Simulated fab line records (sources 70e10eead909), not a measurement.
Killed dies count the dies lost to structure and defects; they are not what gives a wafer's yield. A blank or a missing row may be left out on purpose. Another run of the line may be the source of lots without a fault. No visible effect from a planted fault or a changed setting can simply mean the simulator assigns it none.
Which tool was responsible? + flow nand_harc + 36 wafers from 12 lots sampled at 6 of the route's 1302 steps

== WHAT THE GAUGES SHOWED, per wafer ==
NHARC_A_BLC_OVL_MEAS_11. Usual: overlay_x_nm 0.0 nm, standard deviation 0.85; overlay_y_nm 0.3 nm, standard deviation 0.84.
| lot  | measured     | on         | overlay_x_nm (nm) | overlay_y_nm (nm) | flag |
|------|--------------|------------|-------------------|-------------------|------|
| L174 | day 22 12:34 | overlay-01 | 0.1 0.2 -0.1      | -1.5 -0.8 -0.7    |      |
| L173 | day 23 06:32 | overlay-01 | 0.3 0.3 -0.1      | 0.2 0.0 0.0       |      |
| L176 | day 23 18:08 | overlay-02 | 1.0 1.8 1.0       | 0.7 0.6 0.8       |      |
| L180 | day 25 14:45 | overlay-02 | 0.2 -0.1 0.4      | 0.2 0.3 0.0       |      |
| L179 | day 25 21:51 | overlay-02 | -0.4 -0.8 -0.3    | -1.4 -0.8 -1.7    |      |
| L188 | day 28 12:09 | overlay-02 | -0.8 -0.5 -1.2    | 2.5 1.7 1.8       |      |
| L191 | day 29 05:07 | overlay-01 | -1.3 -0.3 -0.6    | 0.6 0.6 0.6       |      |
| L189 | day 29 08:43 | overlay-02 | -0.6 -1.2 -1.1    | 1.1 1.1 0.7       |      |
| L190 | day 29 14:16 | overlay-01 | -1.6 -1.5 -1.5    | 0.5 0.3 -0.2      |      |
| L196 | day 31 09:28 | overlay-02 | 0.1 0.4 0.2       | -0.9 -1.4 -1.3    |      |
| L193 | day 31 11:19 | overlay-01 | -0.6 -0.7 -0.2    | 0.4 0.7 1.0       |      |
| L195 | day 32 03:12 | overlay-01 | -0.3 -0.6 -0.7    | -0.3 0.3 0.1      |      |

NHARC_A_M0_CD_MEAS_09 targets a cd of 80 nm. Usual: cd_nm at 80.0 nm, with a standard deviation of 0.67.
| lot  | measured     | on        | cd_nm (nm)     | flag |
|------|--------------|-----------|----------------|------|
| L174 | day 22 16:34 | cd_sem-01 | 79.9 80.4 79.8 |      |
| L173 | day 23 10:22 | cd_sem-02 | 80.3 80.1 80.5 |      |
| L176 | day 23 22:05 | cd_sem-03 | 79.1 79.5 79.8 |      |
| L180 | day 25 18:41 | cd_sem-02 | 81.3 79.1 81.1 |      |
| L179 | day 26 01:41 | cd_sem-02 | 82.5 82.2 81.4 | OFF  |
| L188 | day 28 16:07 | cd_sem-03 | 79.6 78.9 78.9 |      |
| L191 | day 29 09:06 | cd_sem-03 | 79.9 78.9 79.6 |      |
| L189 | day 29 12:38 | cd_sem-02 | 80.3 79.9 79.1 |      |
| L190 | day 29 18:13 | cd_sem-03 | 80.6 80.7 78.8 |      |
| L196 | day 31 13:26 | cd_sem-01 | 79.1 79.6 80.5 |      |
| L193 | day 31 15:11 | cd_sem-01 | 79.7 79.6 79.4 |      |
| L195 | day 32 07:26 | cd_sem-02 | 81.1 80.6 79.9 |      |

NHARC_END_SORT_01. Usual: defect_limited_yield 90 % (standard deviation 3.1); killed_at_array 62 (standard deviation 20); killed_at_other 0.8 (standard deviation 1.1); killed_at_periphery 3.5 (standard deviation 2.4); killed_dies 66 (standard deviation 21); killed_open 3.5 (standard deviation 1.9); killed_short 2.5 (standard deviation 1.7).
| lot  | measured     | on        | defect_limited_yield (%) | killed_at_array | killed_at_other | killed_at_periphery | killed_dies | killed_open | killed_short | flag |
|------|--------------|-----------|--------------------------|-----------------|-----------------|---------------------|-------------|-------------|--------------|------|
| L174 | day 24 10:16 | prober-01 | 92 90 89                 | 47 62 74        | 1 0 1           | 5 6 1               | 53 68 76    | 5 2 2       | 1 3 2        |      |
| L188 | day 30 09:11 | prober-02 | 85 83 86                 | 98 110 90       | 0 1 0           | 4 2 3               | 102 113 93  | 6 3 4       | 2 0 4        |      |
| L189 | day 31 00:33 | prober-01 | 93 91 92                 | 43 51 43        | 0 0 2           | 7 9 7               | 50 60 52    | 1 5 4       | 2 2 2        |      |
| L190 | day 31 11:14 | prober-02 | 87 88 89                 | 82 72 68        | 0 4 1           | 3 8 5               | 85 84 74    | 2 5 4       | 3 3 1        |      |
| L195 | day 34 00:05 | prober-02 | 88 87 87                 | 69 79 81        | 2 1 0           | 9 7 7               | 80 87 88    | 5 1 3       | 2 5 4        |      |

== TOOL THAT RAN EACH LOT (tool first, then ch and the chambers of the sampled wafers, then the start) ==
| lot  | NHARC_A_BLC_CMP_25            | NHARC_A_M0_PEB_07                 | NHARC_A_M0_DEGAS_28          |
|------|-------------------------------|-----------------------------------|------------------------------|
| L174 | cmp-02 ch 0,2,3, day 22 15:24 | litho_track-04 ch 0, day 22 16:30 | pvd_sputter-02, day 22 17:44 |
| L173 | cmp-04 ch 1,2,3, day 23 09:11 | litho_track-06 ch 0, day 23 10:17 | pvd_sputter-01, day 23 11:28 |
| L176 | cmp-02 ch 1,3, day 23 20:49   | litho_track-01 ch 0, day 23 22:01 | pvd_sputter-02, day 23 23:14 |
| L180 | cmp-02 ch 0,1, day 25 17:24   | litho_track-04 ch 0, day 25 18:37 | pvd_sputter-02, day 25 19:50 |
| L179 | cmp-03 ch 0,2,3, day 26 00:33 | litho_track-01 ch 0, day 26 01:36 | pvd_sputter-01, day 26 02:47 |
| L188 | cmp-04 ch 0,1,3, day 28 14:48 | litho_track-06 ch 0, day 28 16:02 | pvd_sputter-03, day 28 17:13 |
| L191 | cmp-03 ch 1,2, day 29 07:46   | litho_track-06 ch 0, day 29 09:01 | pvd_sputter-01, day 29 10:13 |
| L189 | cmp-02 ch 0,1, day 29 11:20   | litho_track-06 ch 0, day 29 12:34 | pvd_sputter-02, day 29 13:45 |
| L190 | cmp-04 ch 0,1,2, day 29 16:56 | litho_track-01 ch 0, day 29 18:08 | pvd_sputter-02, day 29 19:19 |
| L196 | cmp-04 ch 1,2,3, day 31 12:08 | litho_track-06 ch 0, day 31 13:21 | pvd_sputter-02, day 31 14:33 |
| L193 | cmp-03 ch 1,2,3, day 31 14:01 | litho_track-04 ch 0, day 31 15:07 | pvd_sputter-03, day 31 16:17 |
| L195 | cmp-04 ch 0,1,3, day 32 06:20 | litho_track-04 ch 0, day 32 07:21 | pvd_sputter-03, day 32 08:33 |
- NHARC_A_BLC_CMP_25: polishes, t overpolish 30 s, target thk 150 nm.
- NHARC_A_M0_PEB_07: peb time 65 s.
- NHARC_A_M0_DEGAS_28: time 60 s.

== WHAT THE TOOLS THEMSELVES READ (means of the sampled wafers that have a number; where no wafer has one, the mark that the record gives instead) ==
NHARC_A_BLC_CMP_25. Usual: edge_zone_pressure_frac 1.000, standard deviation 0.0054; motor_current_A 11.5 A, standard deviation 1.7; overpolish_run_s 30.001 s, standard deviation 0.0083; slurry_flow_ml_min 150.0, standard deviation 0.49; time_to_endpoint_s 30.5 s, standard deviation 2.6.
| lot  | tool   | edge_zone_pressure_frac | motor_current_A (A) | overpolish_run_s (s) | slurry_flow_ml_min | time_to_endpoint_s (s) | flag |
|------|--------|-------------------------|---------------------|----------------------|--------------------|------------------------|------|
| L174 | cmp-02 | 0.997                   | 12.1                | 29.998               | 150.1              | 31.4                   |      |
| L173 | cmp-04 | 0.999                   | 13.4                | 30.002               | 150.3              | 29.2                   |      |
| L176 | cmp-02 | 1.001                   | 10.4                | 29.999               | 149.7              | 30.8                   |      |
| L180 | cmp-02 | 0.997                   | 9.8                 | 30.007               | 150.0              | 29.0                   |      |
| L179 | cmp-03 | 1.002                   | 11.0                | 29.998               | 150.5              | 34.2                   |      |
| L188 | cmp-04 | 0.999                   | 12.1                | 30.000               | 149.9              | 31.5                   |      |
| L191 | cmp-03 | 1.001                   | 11.8                | 30.006               | 149.6              | 28.3                   |      |
| L189 | cmp-02 | 1.001                   | 10.2                | 29.996               | 150.3              | 29.3                   |      |
| L190 | cmp-04 | 1.004                   | 11.8                | 30.003               | 149.9              | 27.7                   |      |
| L196 | cmp-04 | 0.998                   | 12.7                | 29.990               | 149.9              | 32.0                   |      |
| L193 | cmp-03 | 0.997                   | 10.9                | 30.002               | 149.9              | 30.7                   |      |
| L195 | cmp-04 | 1.006                   | 12.4                | 29.996               | 150.0              | 32.2                   |      |

NHARC_A_M0_PEB_07. Usual: chill_plate_temp_C at 22.99 C, with a standard deviation of 0.1.
| lot  | tool           | chill_plate_temp_C (C) | flag |
|------|----------------|------------------------|------|
| L174 | litho_track-04 | 22.98                  |      |
| L173 | litho_track-06 | 23.04                  |      |
| L176 | litho_track-01 | 23.09                  |      |
| L180 | litho_track-04 | 22.93                  |      |
| L179 | litho_track-01 | 22.97                  |      |
| L188 | litho_track-06 | 23.01                  |      |
| L191 | litho_track-06 | 23.00                  |      |
| L189 | litho_track-06 | 22.87                  |      |
| L190 | litho_track-01 | 22.96                  |      |
| L196 | litho_track-06 | 23.01                  |      |
| L193 | litho_track-04 | 23.10                  |      |
| L195 | litho_track-04 | 23.02                  |      |

NHARC_A_M0_DEGAS_28. Usual: heater_power_w at 337 W, with a standard deviation of 36.
| lot  | tool           | heater_power_w (W) | flag |
|------|----------------|--------------------|------|
| L174 | pvd_sputter-02 | 377                |      |
| L173 | pvd_sputter-01 | 329                |      |
| L176 | pvd_sputter-02 | 373                |      |
| L180 | pvd_sputter-02 | 372                |      |
| L179 | pvd_sputter-01 | 338                |      |
| L188 | pvd_sputter-03 | 321                |      |
| L191 | pvd_sputter-01 | 308                |      |
| L189 | pvd_sputter-02 | 340                |      |
| L190 | pvd_sputter-02 | 381                |      |
| L196 | pvd_sputter-02 | 357                |      |
| L193 | pvd_sputter-03 | 326                |      |
| L195 | pvd_sputter-03 | 325                |      |

== THE ANSWER, worked out from the rows above alone ==
Rule: take the mean of a lot's wafers that have a number; if it is more than 3 standard deviations from the usual mean, the lot is off. A lot without any number at a reading at which 4 lots or more have one is off too. Any other lot the step has rows for is counted as sound. First the gauges in route order, then the tools' own readings, where a lot's mean is used as printed above. The first step at which some lot is off is used, and at that step the reading that is off furthest; a lot without a number counts as furthest.
Off: L179, at NHARC_A_M0_CD_MEAS_09 (cd_nm).
A tool fits if, at a process step before that reading, it ran every lot that is off, and no sound lot after the first of them. Gauges at NHARC_A_M0_CD_MEAS_09: tried the same way as those tools. Not one of the candidates tried fits.

== WHAT HAD BEEN PUT IN BY THE SIMULATOR ==
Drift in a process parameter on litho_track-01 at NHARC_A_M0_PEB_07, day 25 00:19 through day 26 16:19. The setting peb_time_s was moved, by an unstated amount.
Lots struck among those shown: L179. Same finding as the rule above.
